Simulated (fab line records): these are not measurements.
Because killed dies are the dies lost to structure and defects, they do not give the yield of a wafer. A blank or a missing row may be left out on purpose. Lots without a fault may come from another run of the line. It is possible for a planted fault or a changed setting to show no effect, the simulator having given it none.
A struck lot beside a sound one    flow nandHarc    21 steps out of a route of 1302
Sound: wafers L990.2, L990.5, L990.6. Struck: wafers L995.1, L995.4, L995.5. Last of all comes the cause.
Each step with rows lists, per side, the tool, then ch with its chambers, then its first start. Under that, the readings that differ: sound wafers    struck wafers    difference of the means    sigmas: that difference in standard deviations of wafers without a fault.
alike: readings with means less than 2 such deviations apart, plus words and numbers identical on both sides. not compared: withheld readings, readings lacking a value on some wafer, bounds such as >300 that could conceal the same value, and numbers that have no deviation in the record and whose values overlap.
The two part at a step that has a row with sigmas, a row that says differs or no value, or rows on one side only. When numbers do not overlap yet have no deviation, they are printed without sigmas and do not part them. A reading that every wafer of one side lacks parts them only if that side has two wafers or more.

NHARC_P_CONTACT_CMP_24: polishes, t overpolish 30 s, target thk 200 nm.
  sound on cmp-02 ch 1,2, day 7 00:02; struck on cmp-02 ch 0,1,3, day 8 21:40
  alike: motorCurrentA, overpolishRunS, timeToEndpointS
then, 1 step without rows for these wafers: NHARC_P_CONTACT_SRD_26.
NHARC_P_CONTACT_INSPECT_27:
  sound on defectInspect-02, day 7 00:26; struck on defectInspect-01, day 8 22:01
reading         sound        struck       difference  sigmas
rawDefectCount  810 651 492  389 269 180  -372        -3
then, 8 steps without rows for these wafers: NHARC_P_M0_DEP_00 (deposits SiOC, target thk 150 nm); NHARC_P_M0_DEHYDRATE_01 (time 120 s); NHARC_P_M0_HMDS_02 (time 30 s); NHARC_P_M0_COAT_33 (time 65 s); NHARC_P_M0_COAT_03 (resist thk 90 nm); NHARC_P_M0_SOFTBAKE_04 (time 55 s); NHARC_P_M0_EBR_05; NHARC_P_M0_EXPOSE_06 (exposes mask P M0, target cd 90 nm).
NHARC_P_M0_PEB_07: peb time 65 s.
  sound on lithoTrack-01 ch 0, day 7 01:15; struck on lithoTrack-01 ch 0, day 8 22:50
reading                sound                struck                difference  sigmas
heaterPowerTotalW (W)  157.0 157.2 156.6    167.6 168.0 168.1     +11.0       +26
plateTempC (C)         100.06 99.99 100.11  105.20 105.09 105.26  +5.13       +39
then, 1 step without rows for these wafers: NHARC_P_M0_DEVELOP_08 (develop time 35 s).
NHARC_P_M0_CD_MEAS_09 targets a cd of 90 nm.
  sound on cdSem-02 ch 0, day 7 01:20; struck on cdSem-02 ch 0, day 8 22:55
reading    sound           struck             difference  sigmas
cdNm (nm)  90.5 90.5 92.3  107.3 106.6 106.1  +15.6       +20
NHARC_P_M0_OVL_MEAS_10: pitch 180 nm.
  sound on overlay-01, day 7 01:25; struck on overlay-02, day 8 23:00
  alike: overlayXNm, overlayYNm
NHARC_P_M0_INSPECT_11:
  sound on defectInspect-01, day 7 01:27; struck on defectInspect-02, day 8 23:02
  alike: rawDefectCount
NHARC_P_M0_DESCUM_14: chemistry O2, time 3 s.
  sound on rieDiel-06 ch 0,1,2, day 7 01:32; struck on rieDiel-06 ch 0,2,3, day 8 23:07
reading               sound            struck             difference  sigmas
model.P_M0.cdNm (nm)  90.12 89.6 92.9  107.2 106.4 106.2  +15.7       
  alike: chamberPressureMTorr, drypumpMotorCurrentA, oesProductAu, rfVppV, showerheadPlenumPTorr, throttleValvePct
  not compared: rfHoursCounterH
NHARC_P_M0_ETCH_34: etches the open film in N2/H2, target depth 40 nm, overetch 12 nm, time 43.94 s.
  sound on rieDiel-06 ch 0,1,2, day 7 01:37; struck on rieDiel-06 ch 0,2, day 8 23:13
  alike: biasW, chamberPressureMTorr, drypumpMotorCurrentA, oesProductAu, rfVppV, showerheadPlenumPTorr, throttleValvePct
  not compared: rfHoursCounterH
NHARC_P_M0_ETCH_15: etches the open film in C4F8/Ar, target depth 150 nm, overetch 15 nm, time 82.5 s.
  sound: rieDiel-06 ch 2,3; struck: rieDiel-06 ch 2,3
reading               sound              struck           difference  sigmas
model.P_M0.cdNm (nm)  89.34 88.76 93.15  106.6 105 105.4  +15.2       
  alike: biasW, chamberPressureMTorr, oesProductAu, rfVppV
  not compared: rfHoursCounterH
NHARC_P_M0_CD_MEAS_16:
  sound on cdSem-02, day 7 01:49; struck on cdSem-03, day 8 23:26
reading    sound           struck             difference  sigmas
cdNm (nm)  89.4 88.5 93.0  106.5 105.5 105.4  +15.5       +14
NHARC_END_SORT_01:
  the record has rows for the sound wafers here (prober-02 ch 0, day 24 20:25) and none for the struck ones

WHERE THEY PART
Earliest at NHARC_P_CONTACT_INSPECT_27; latest, in this record, at NHARC_END_SORT_01.

WHY: whatever the simulator had introduced
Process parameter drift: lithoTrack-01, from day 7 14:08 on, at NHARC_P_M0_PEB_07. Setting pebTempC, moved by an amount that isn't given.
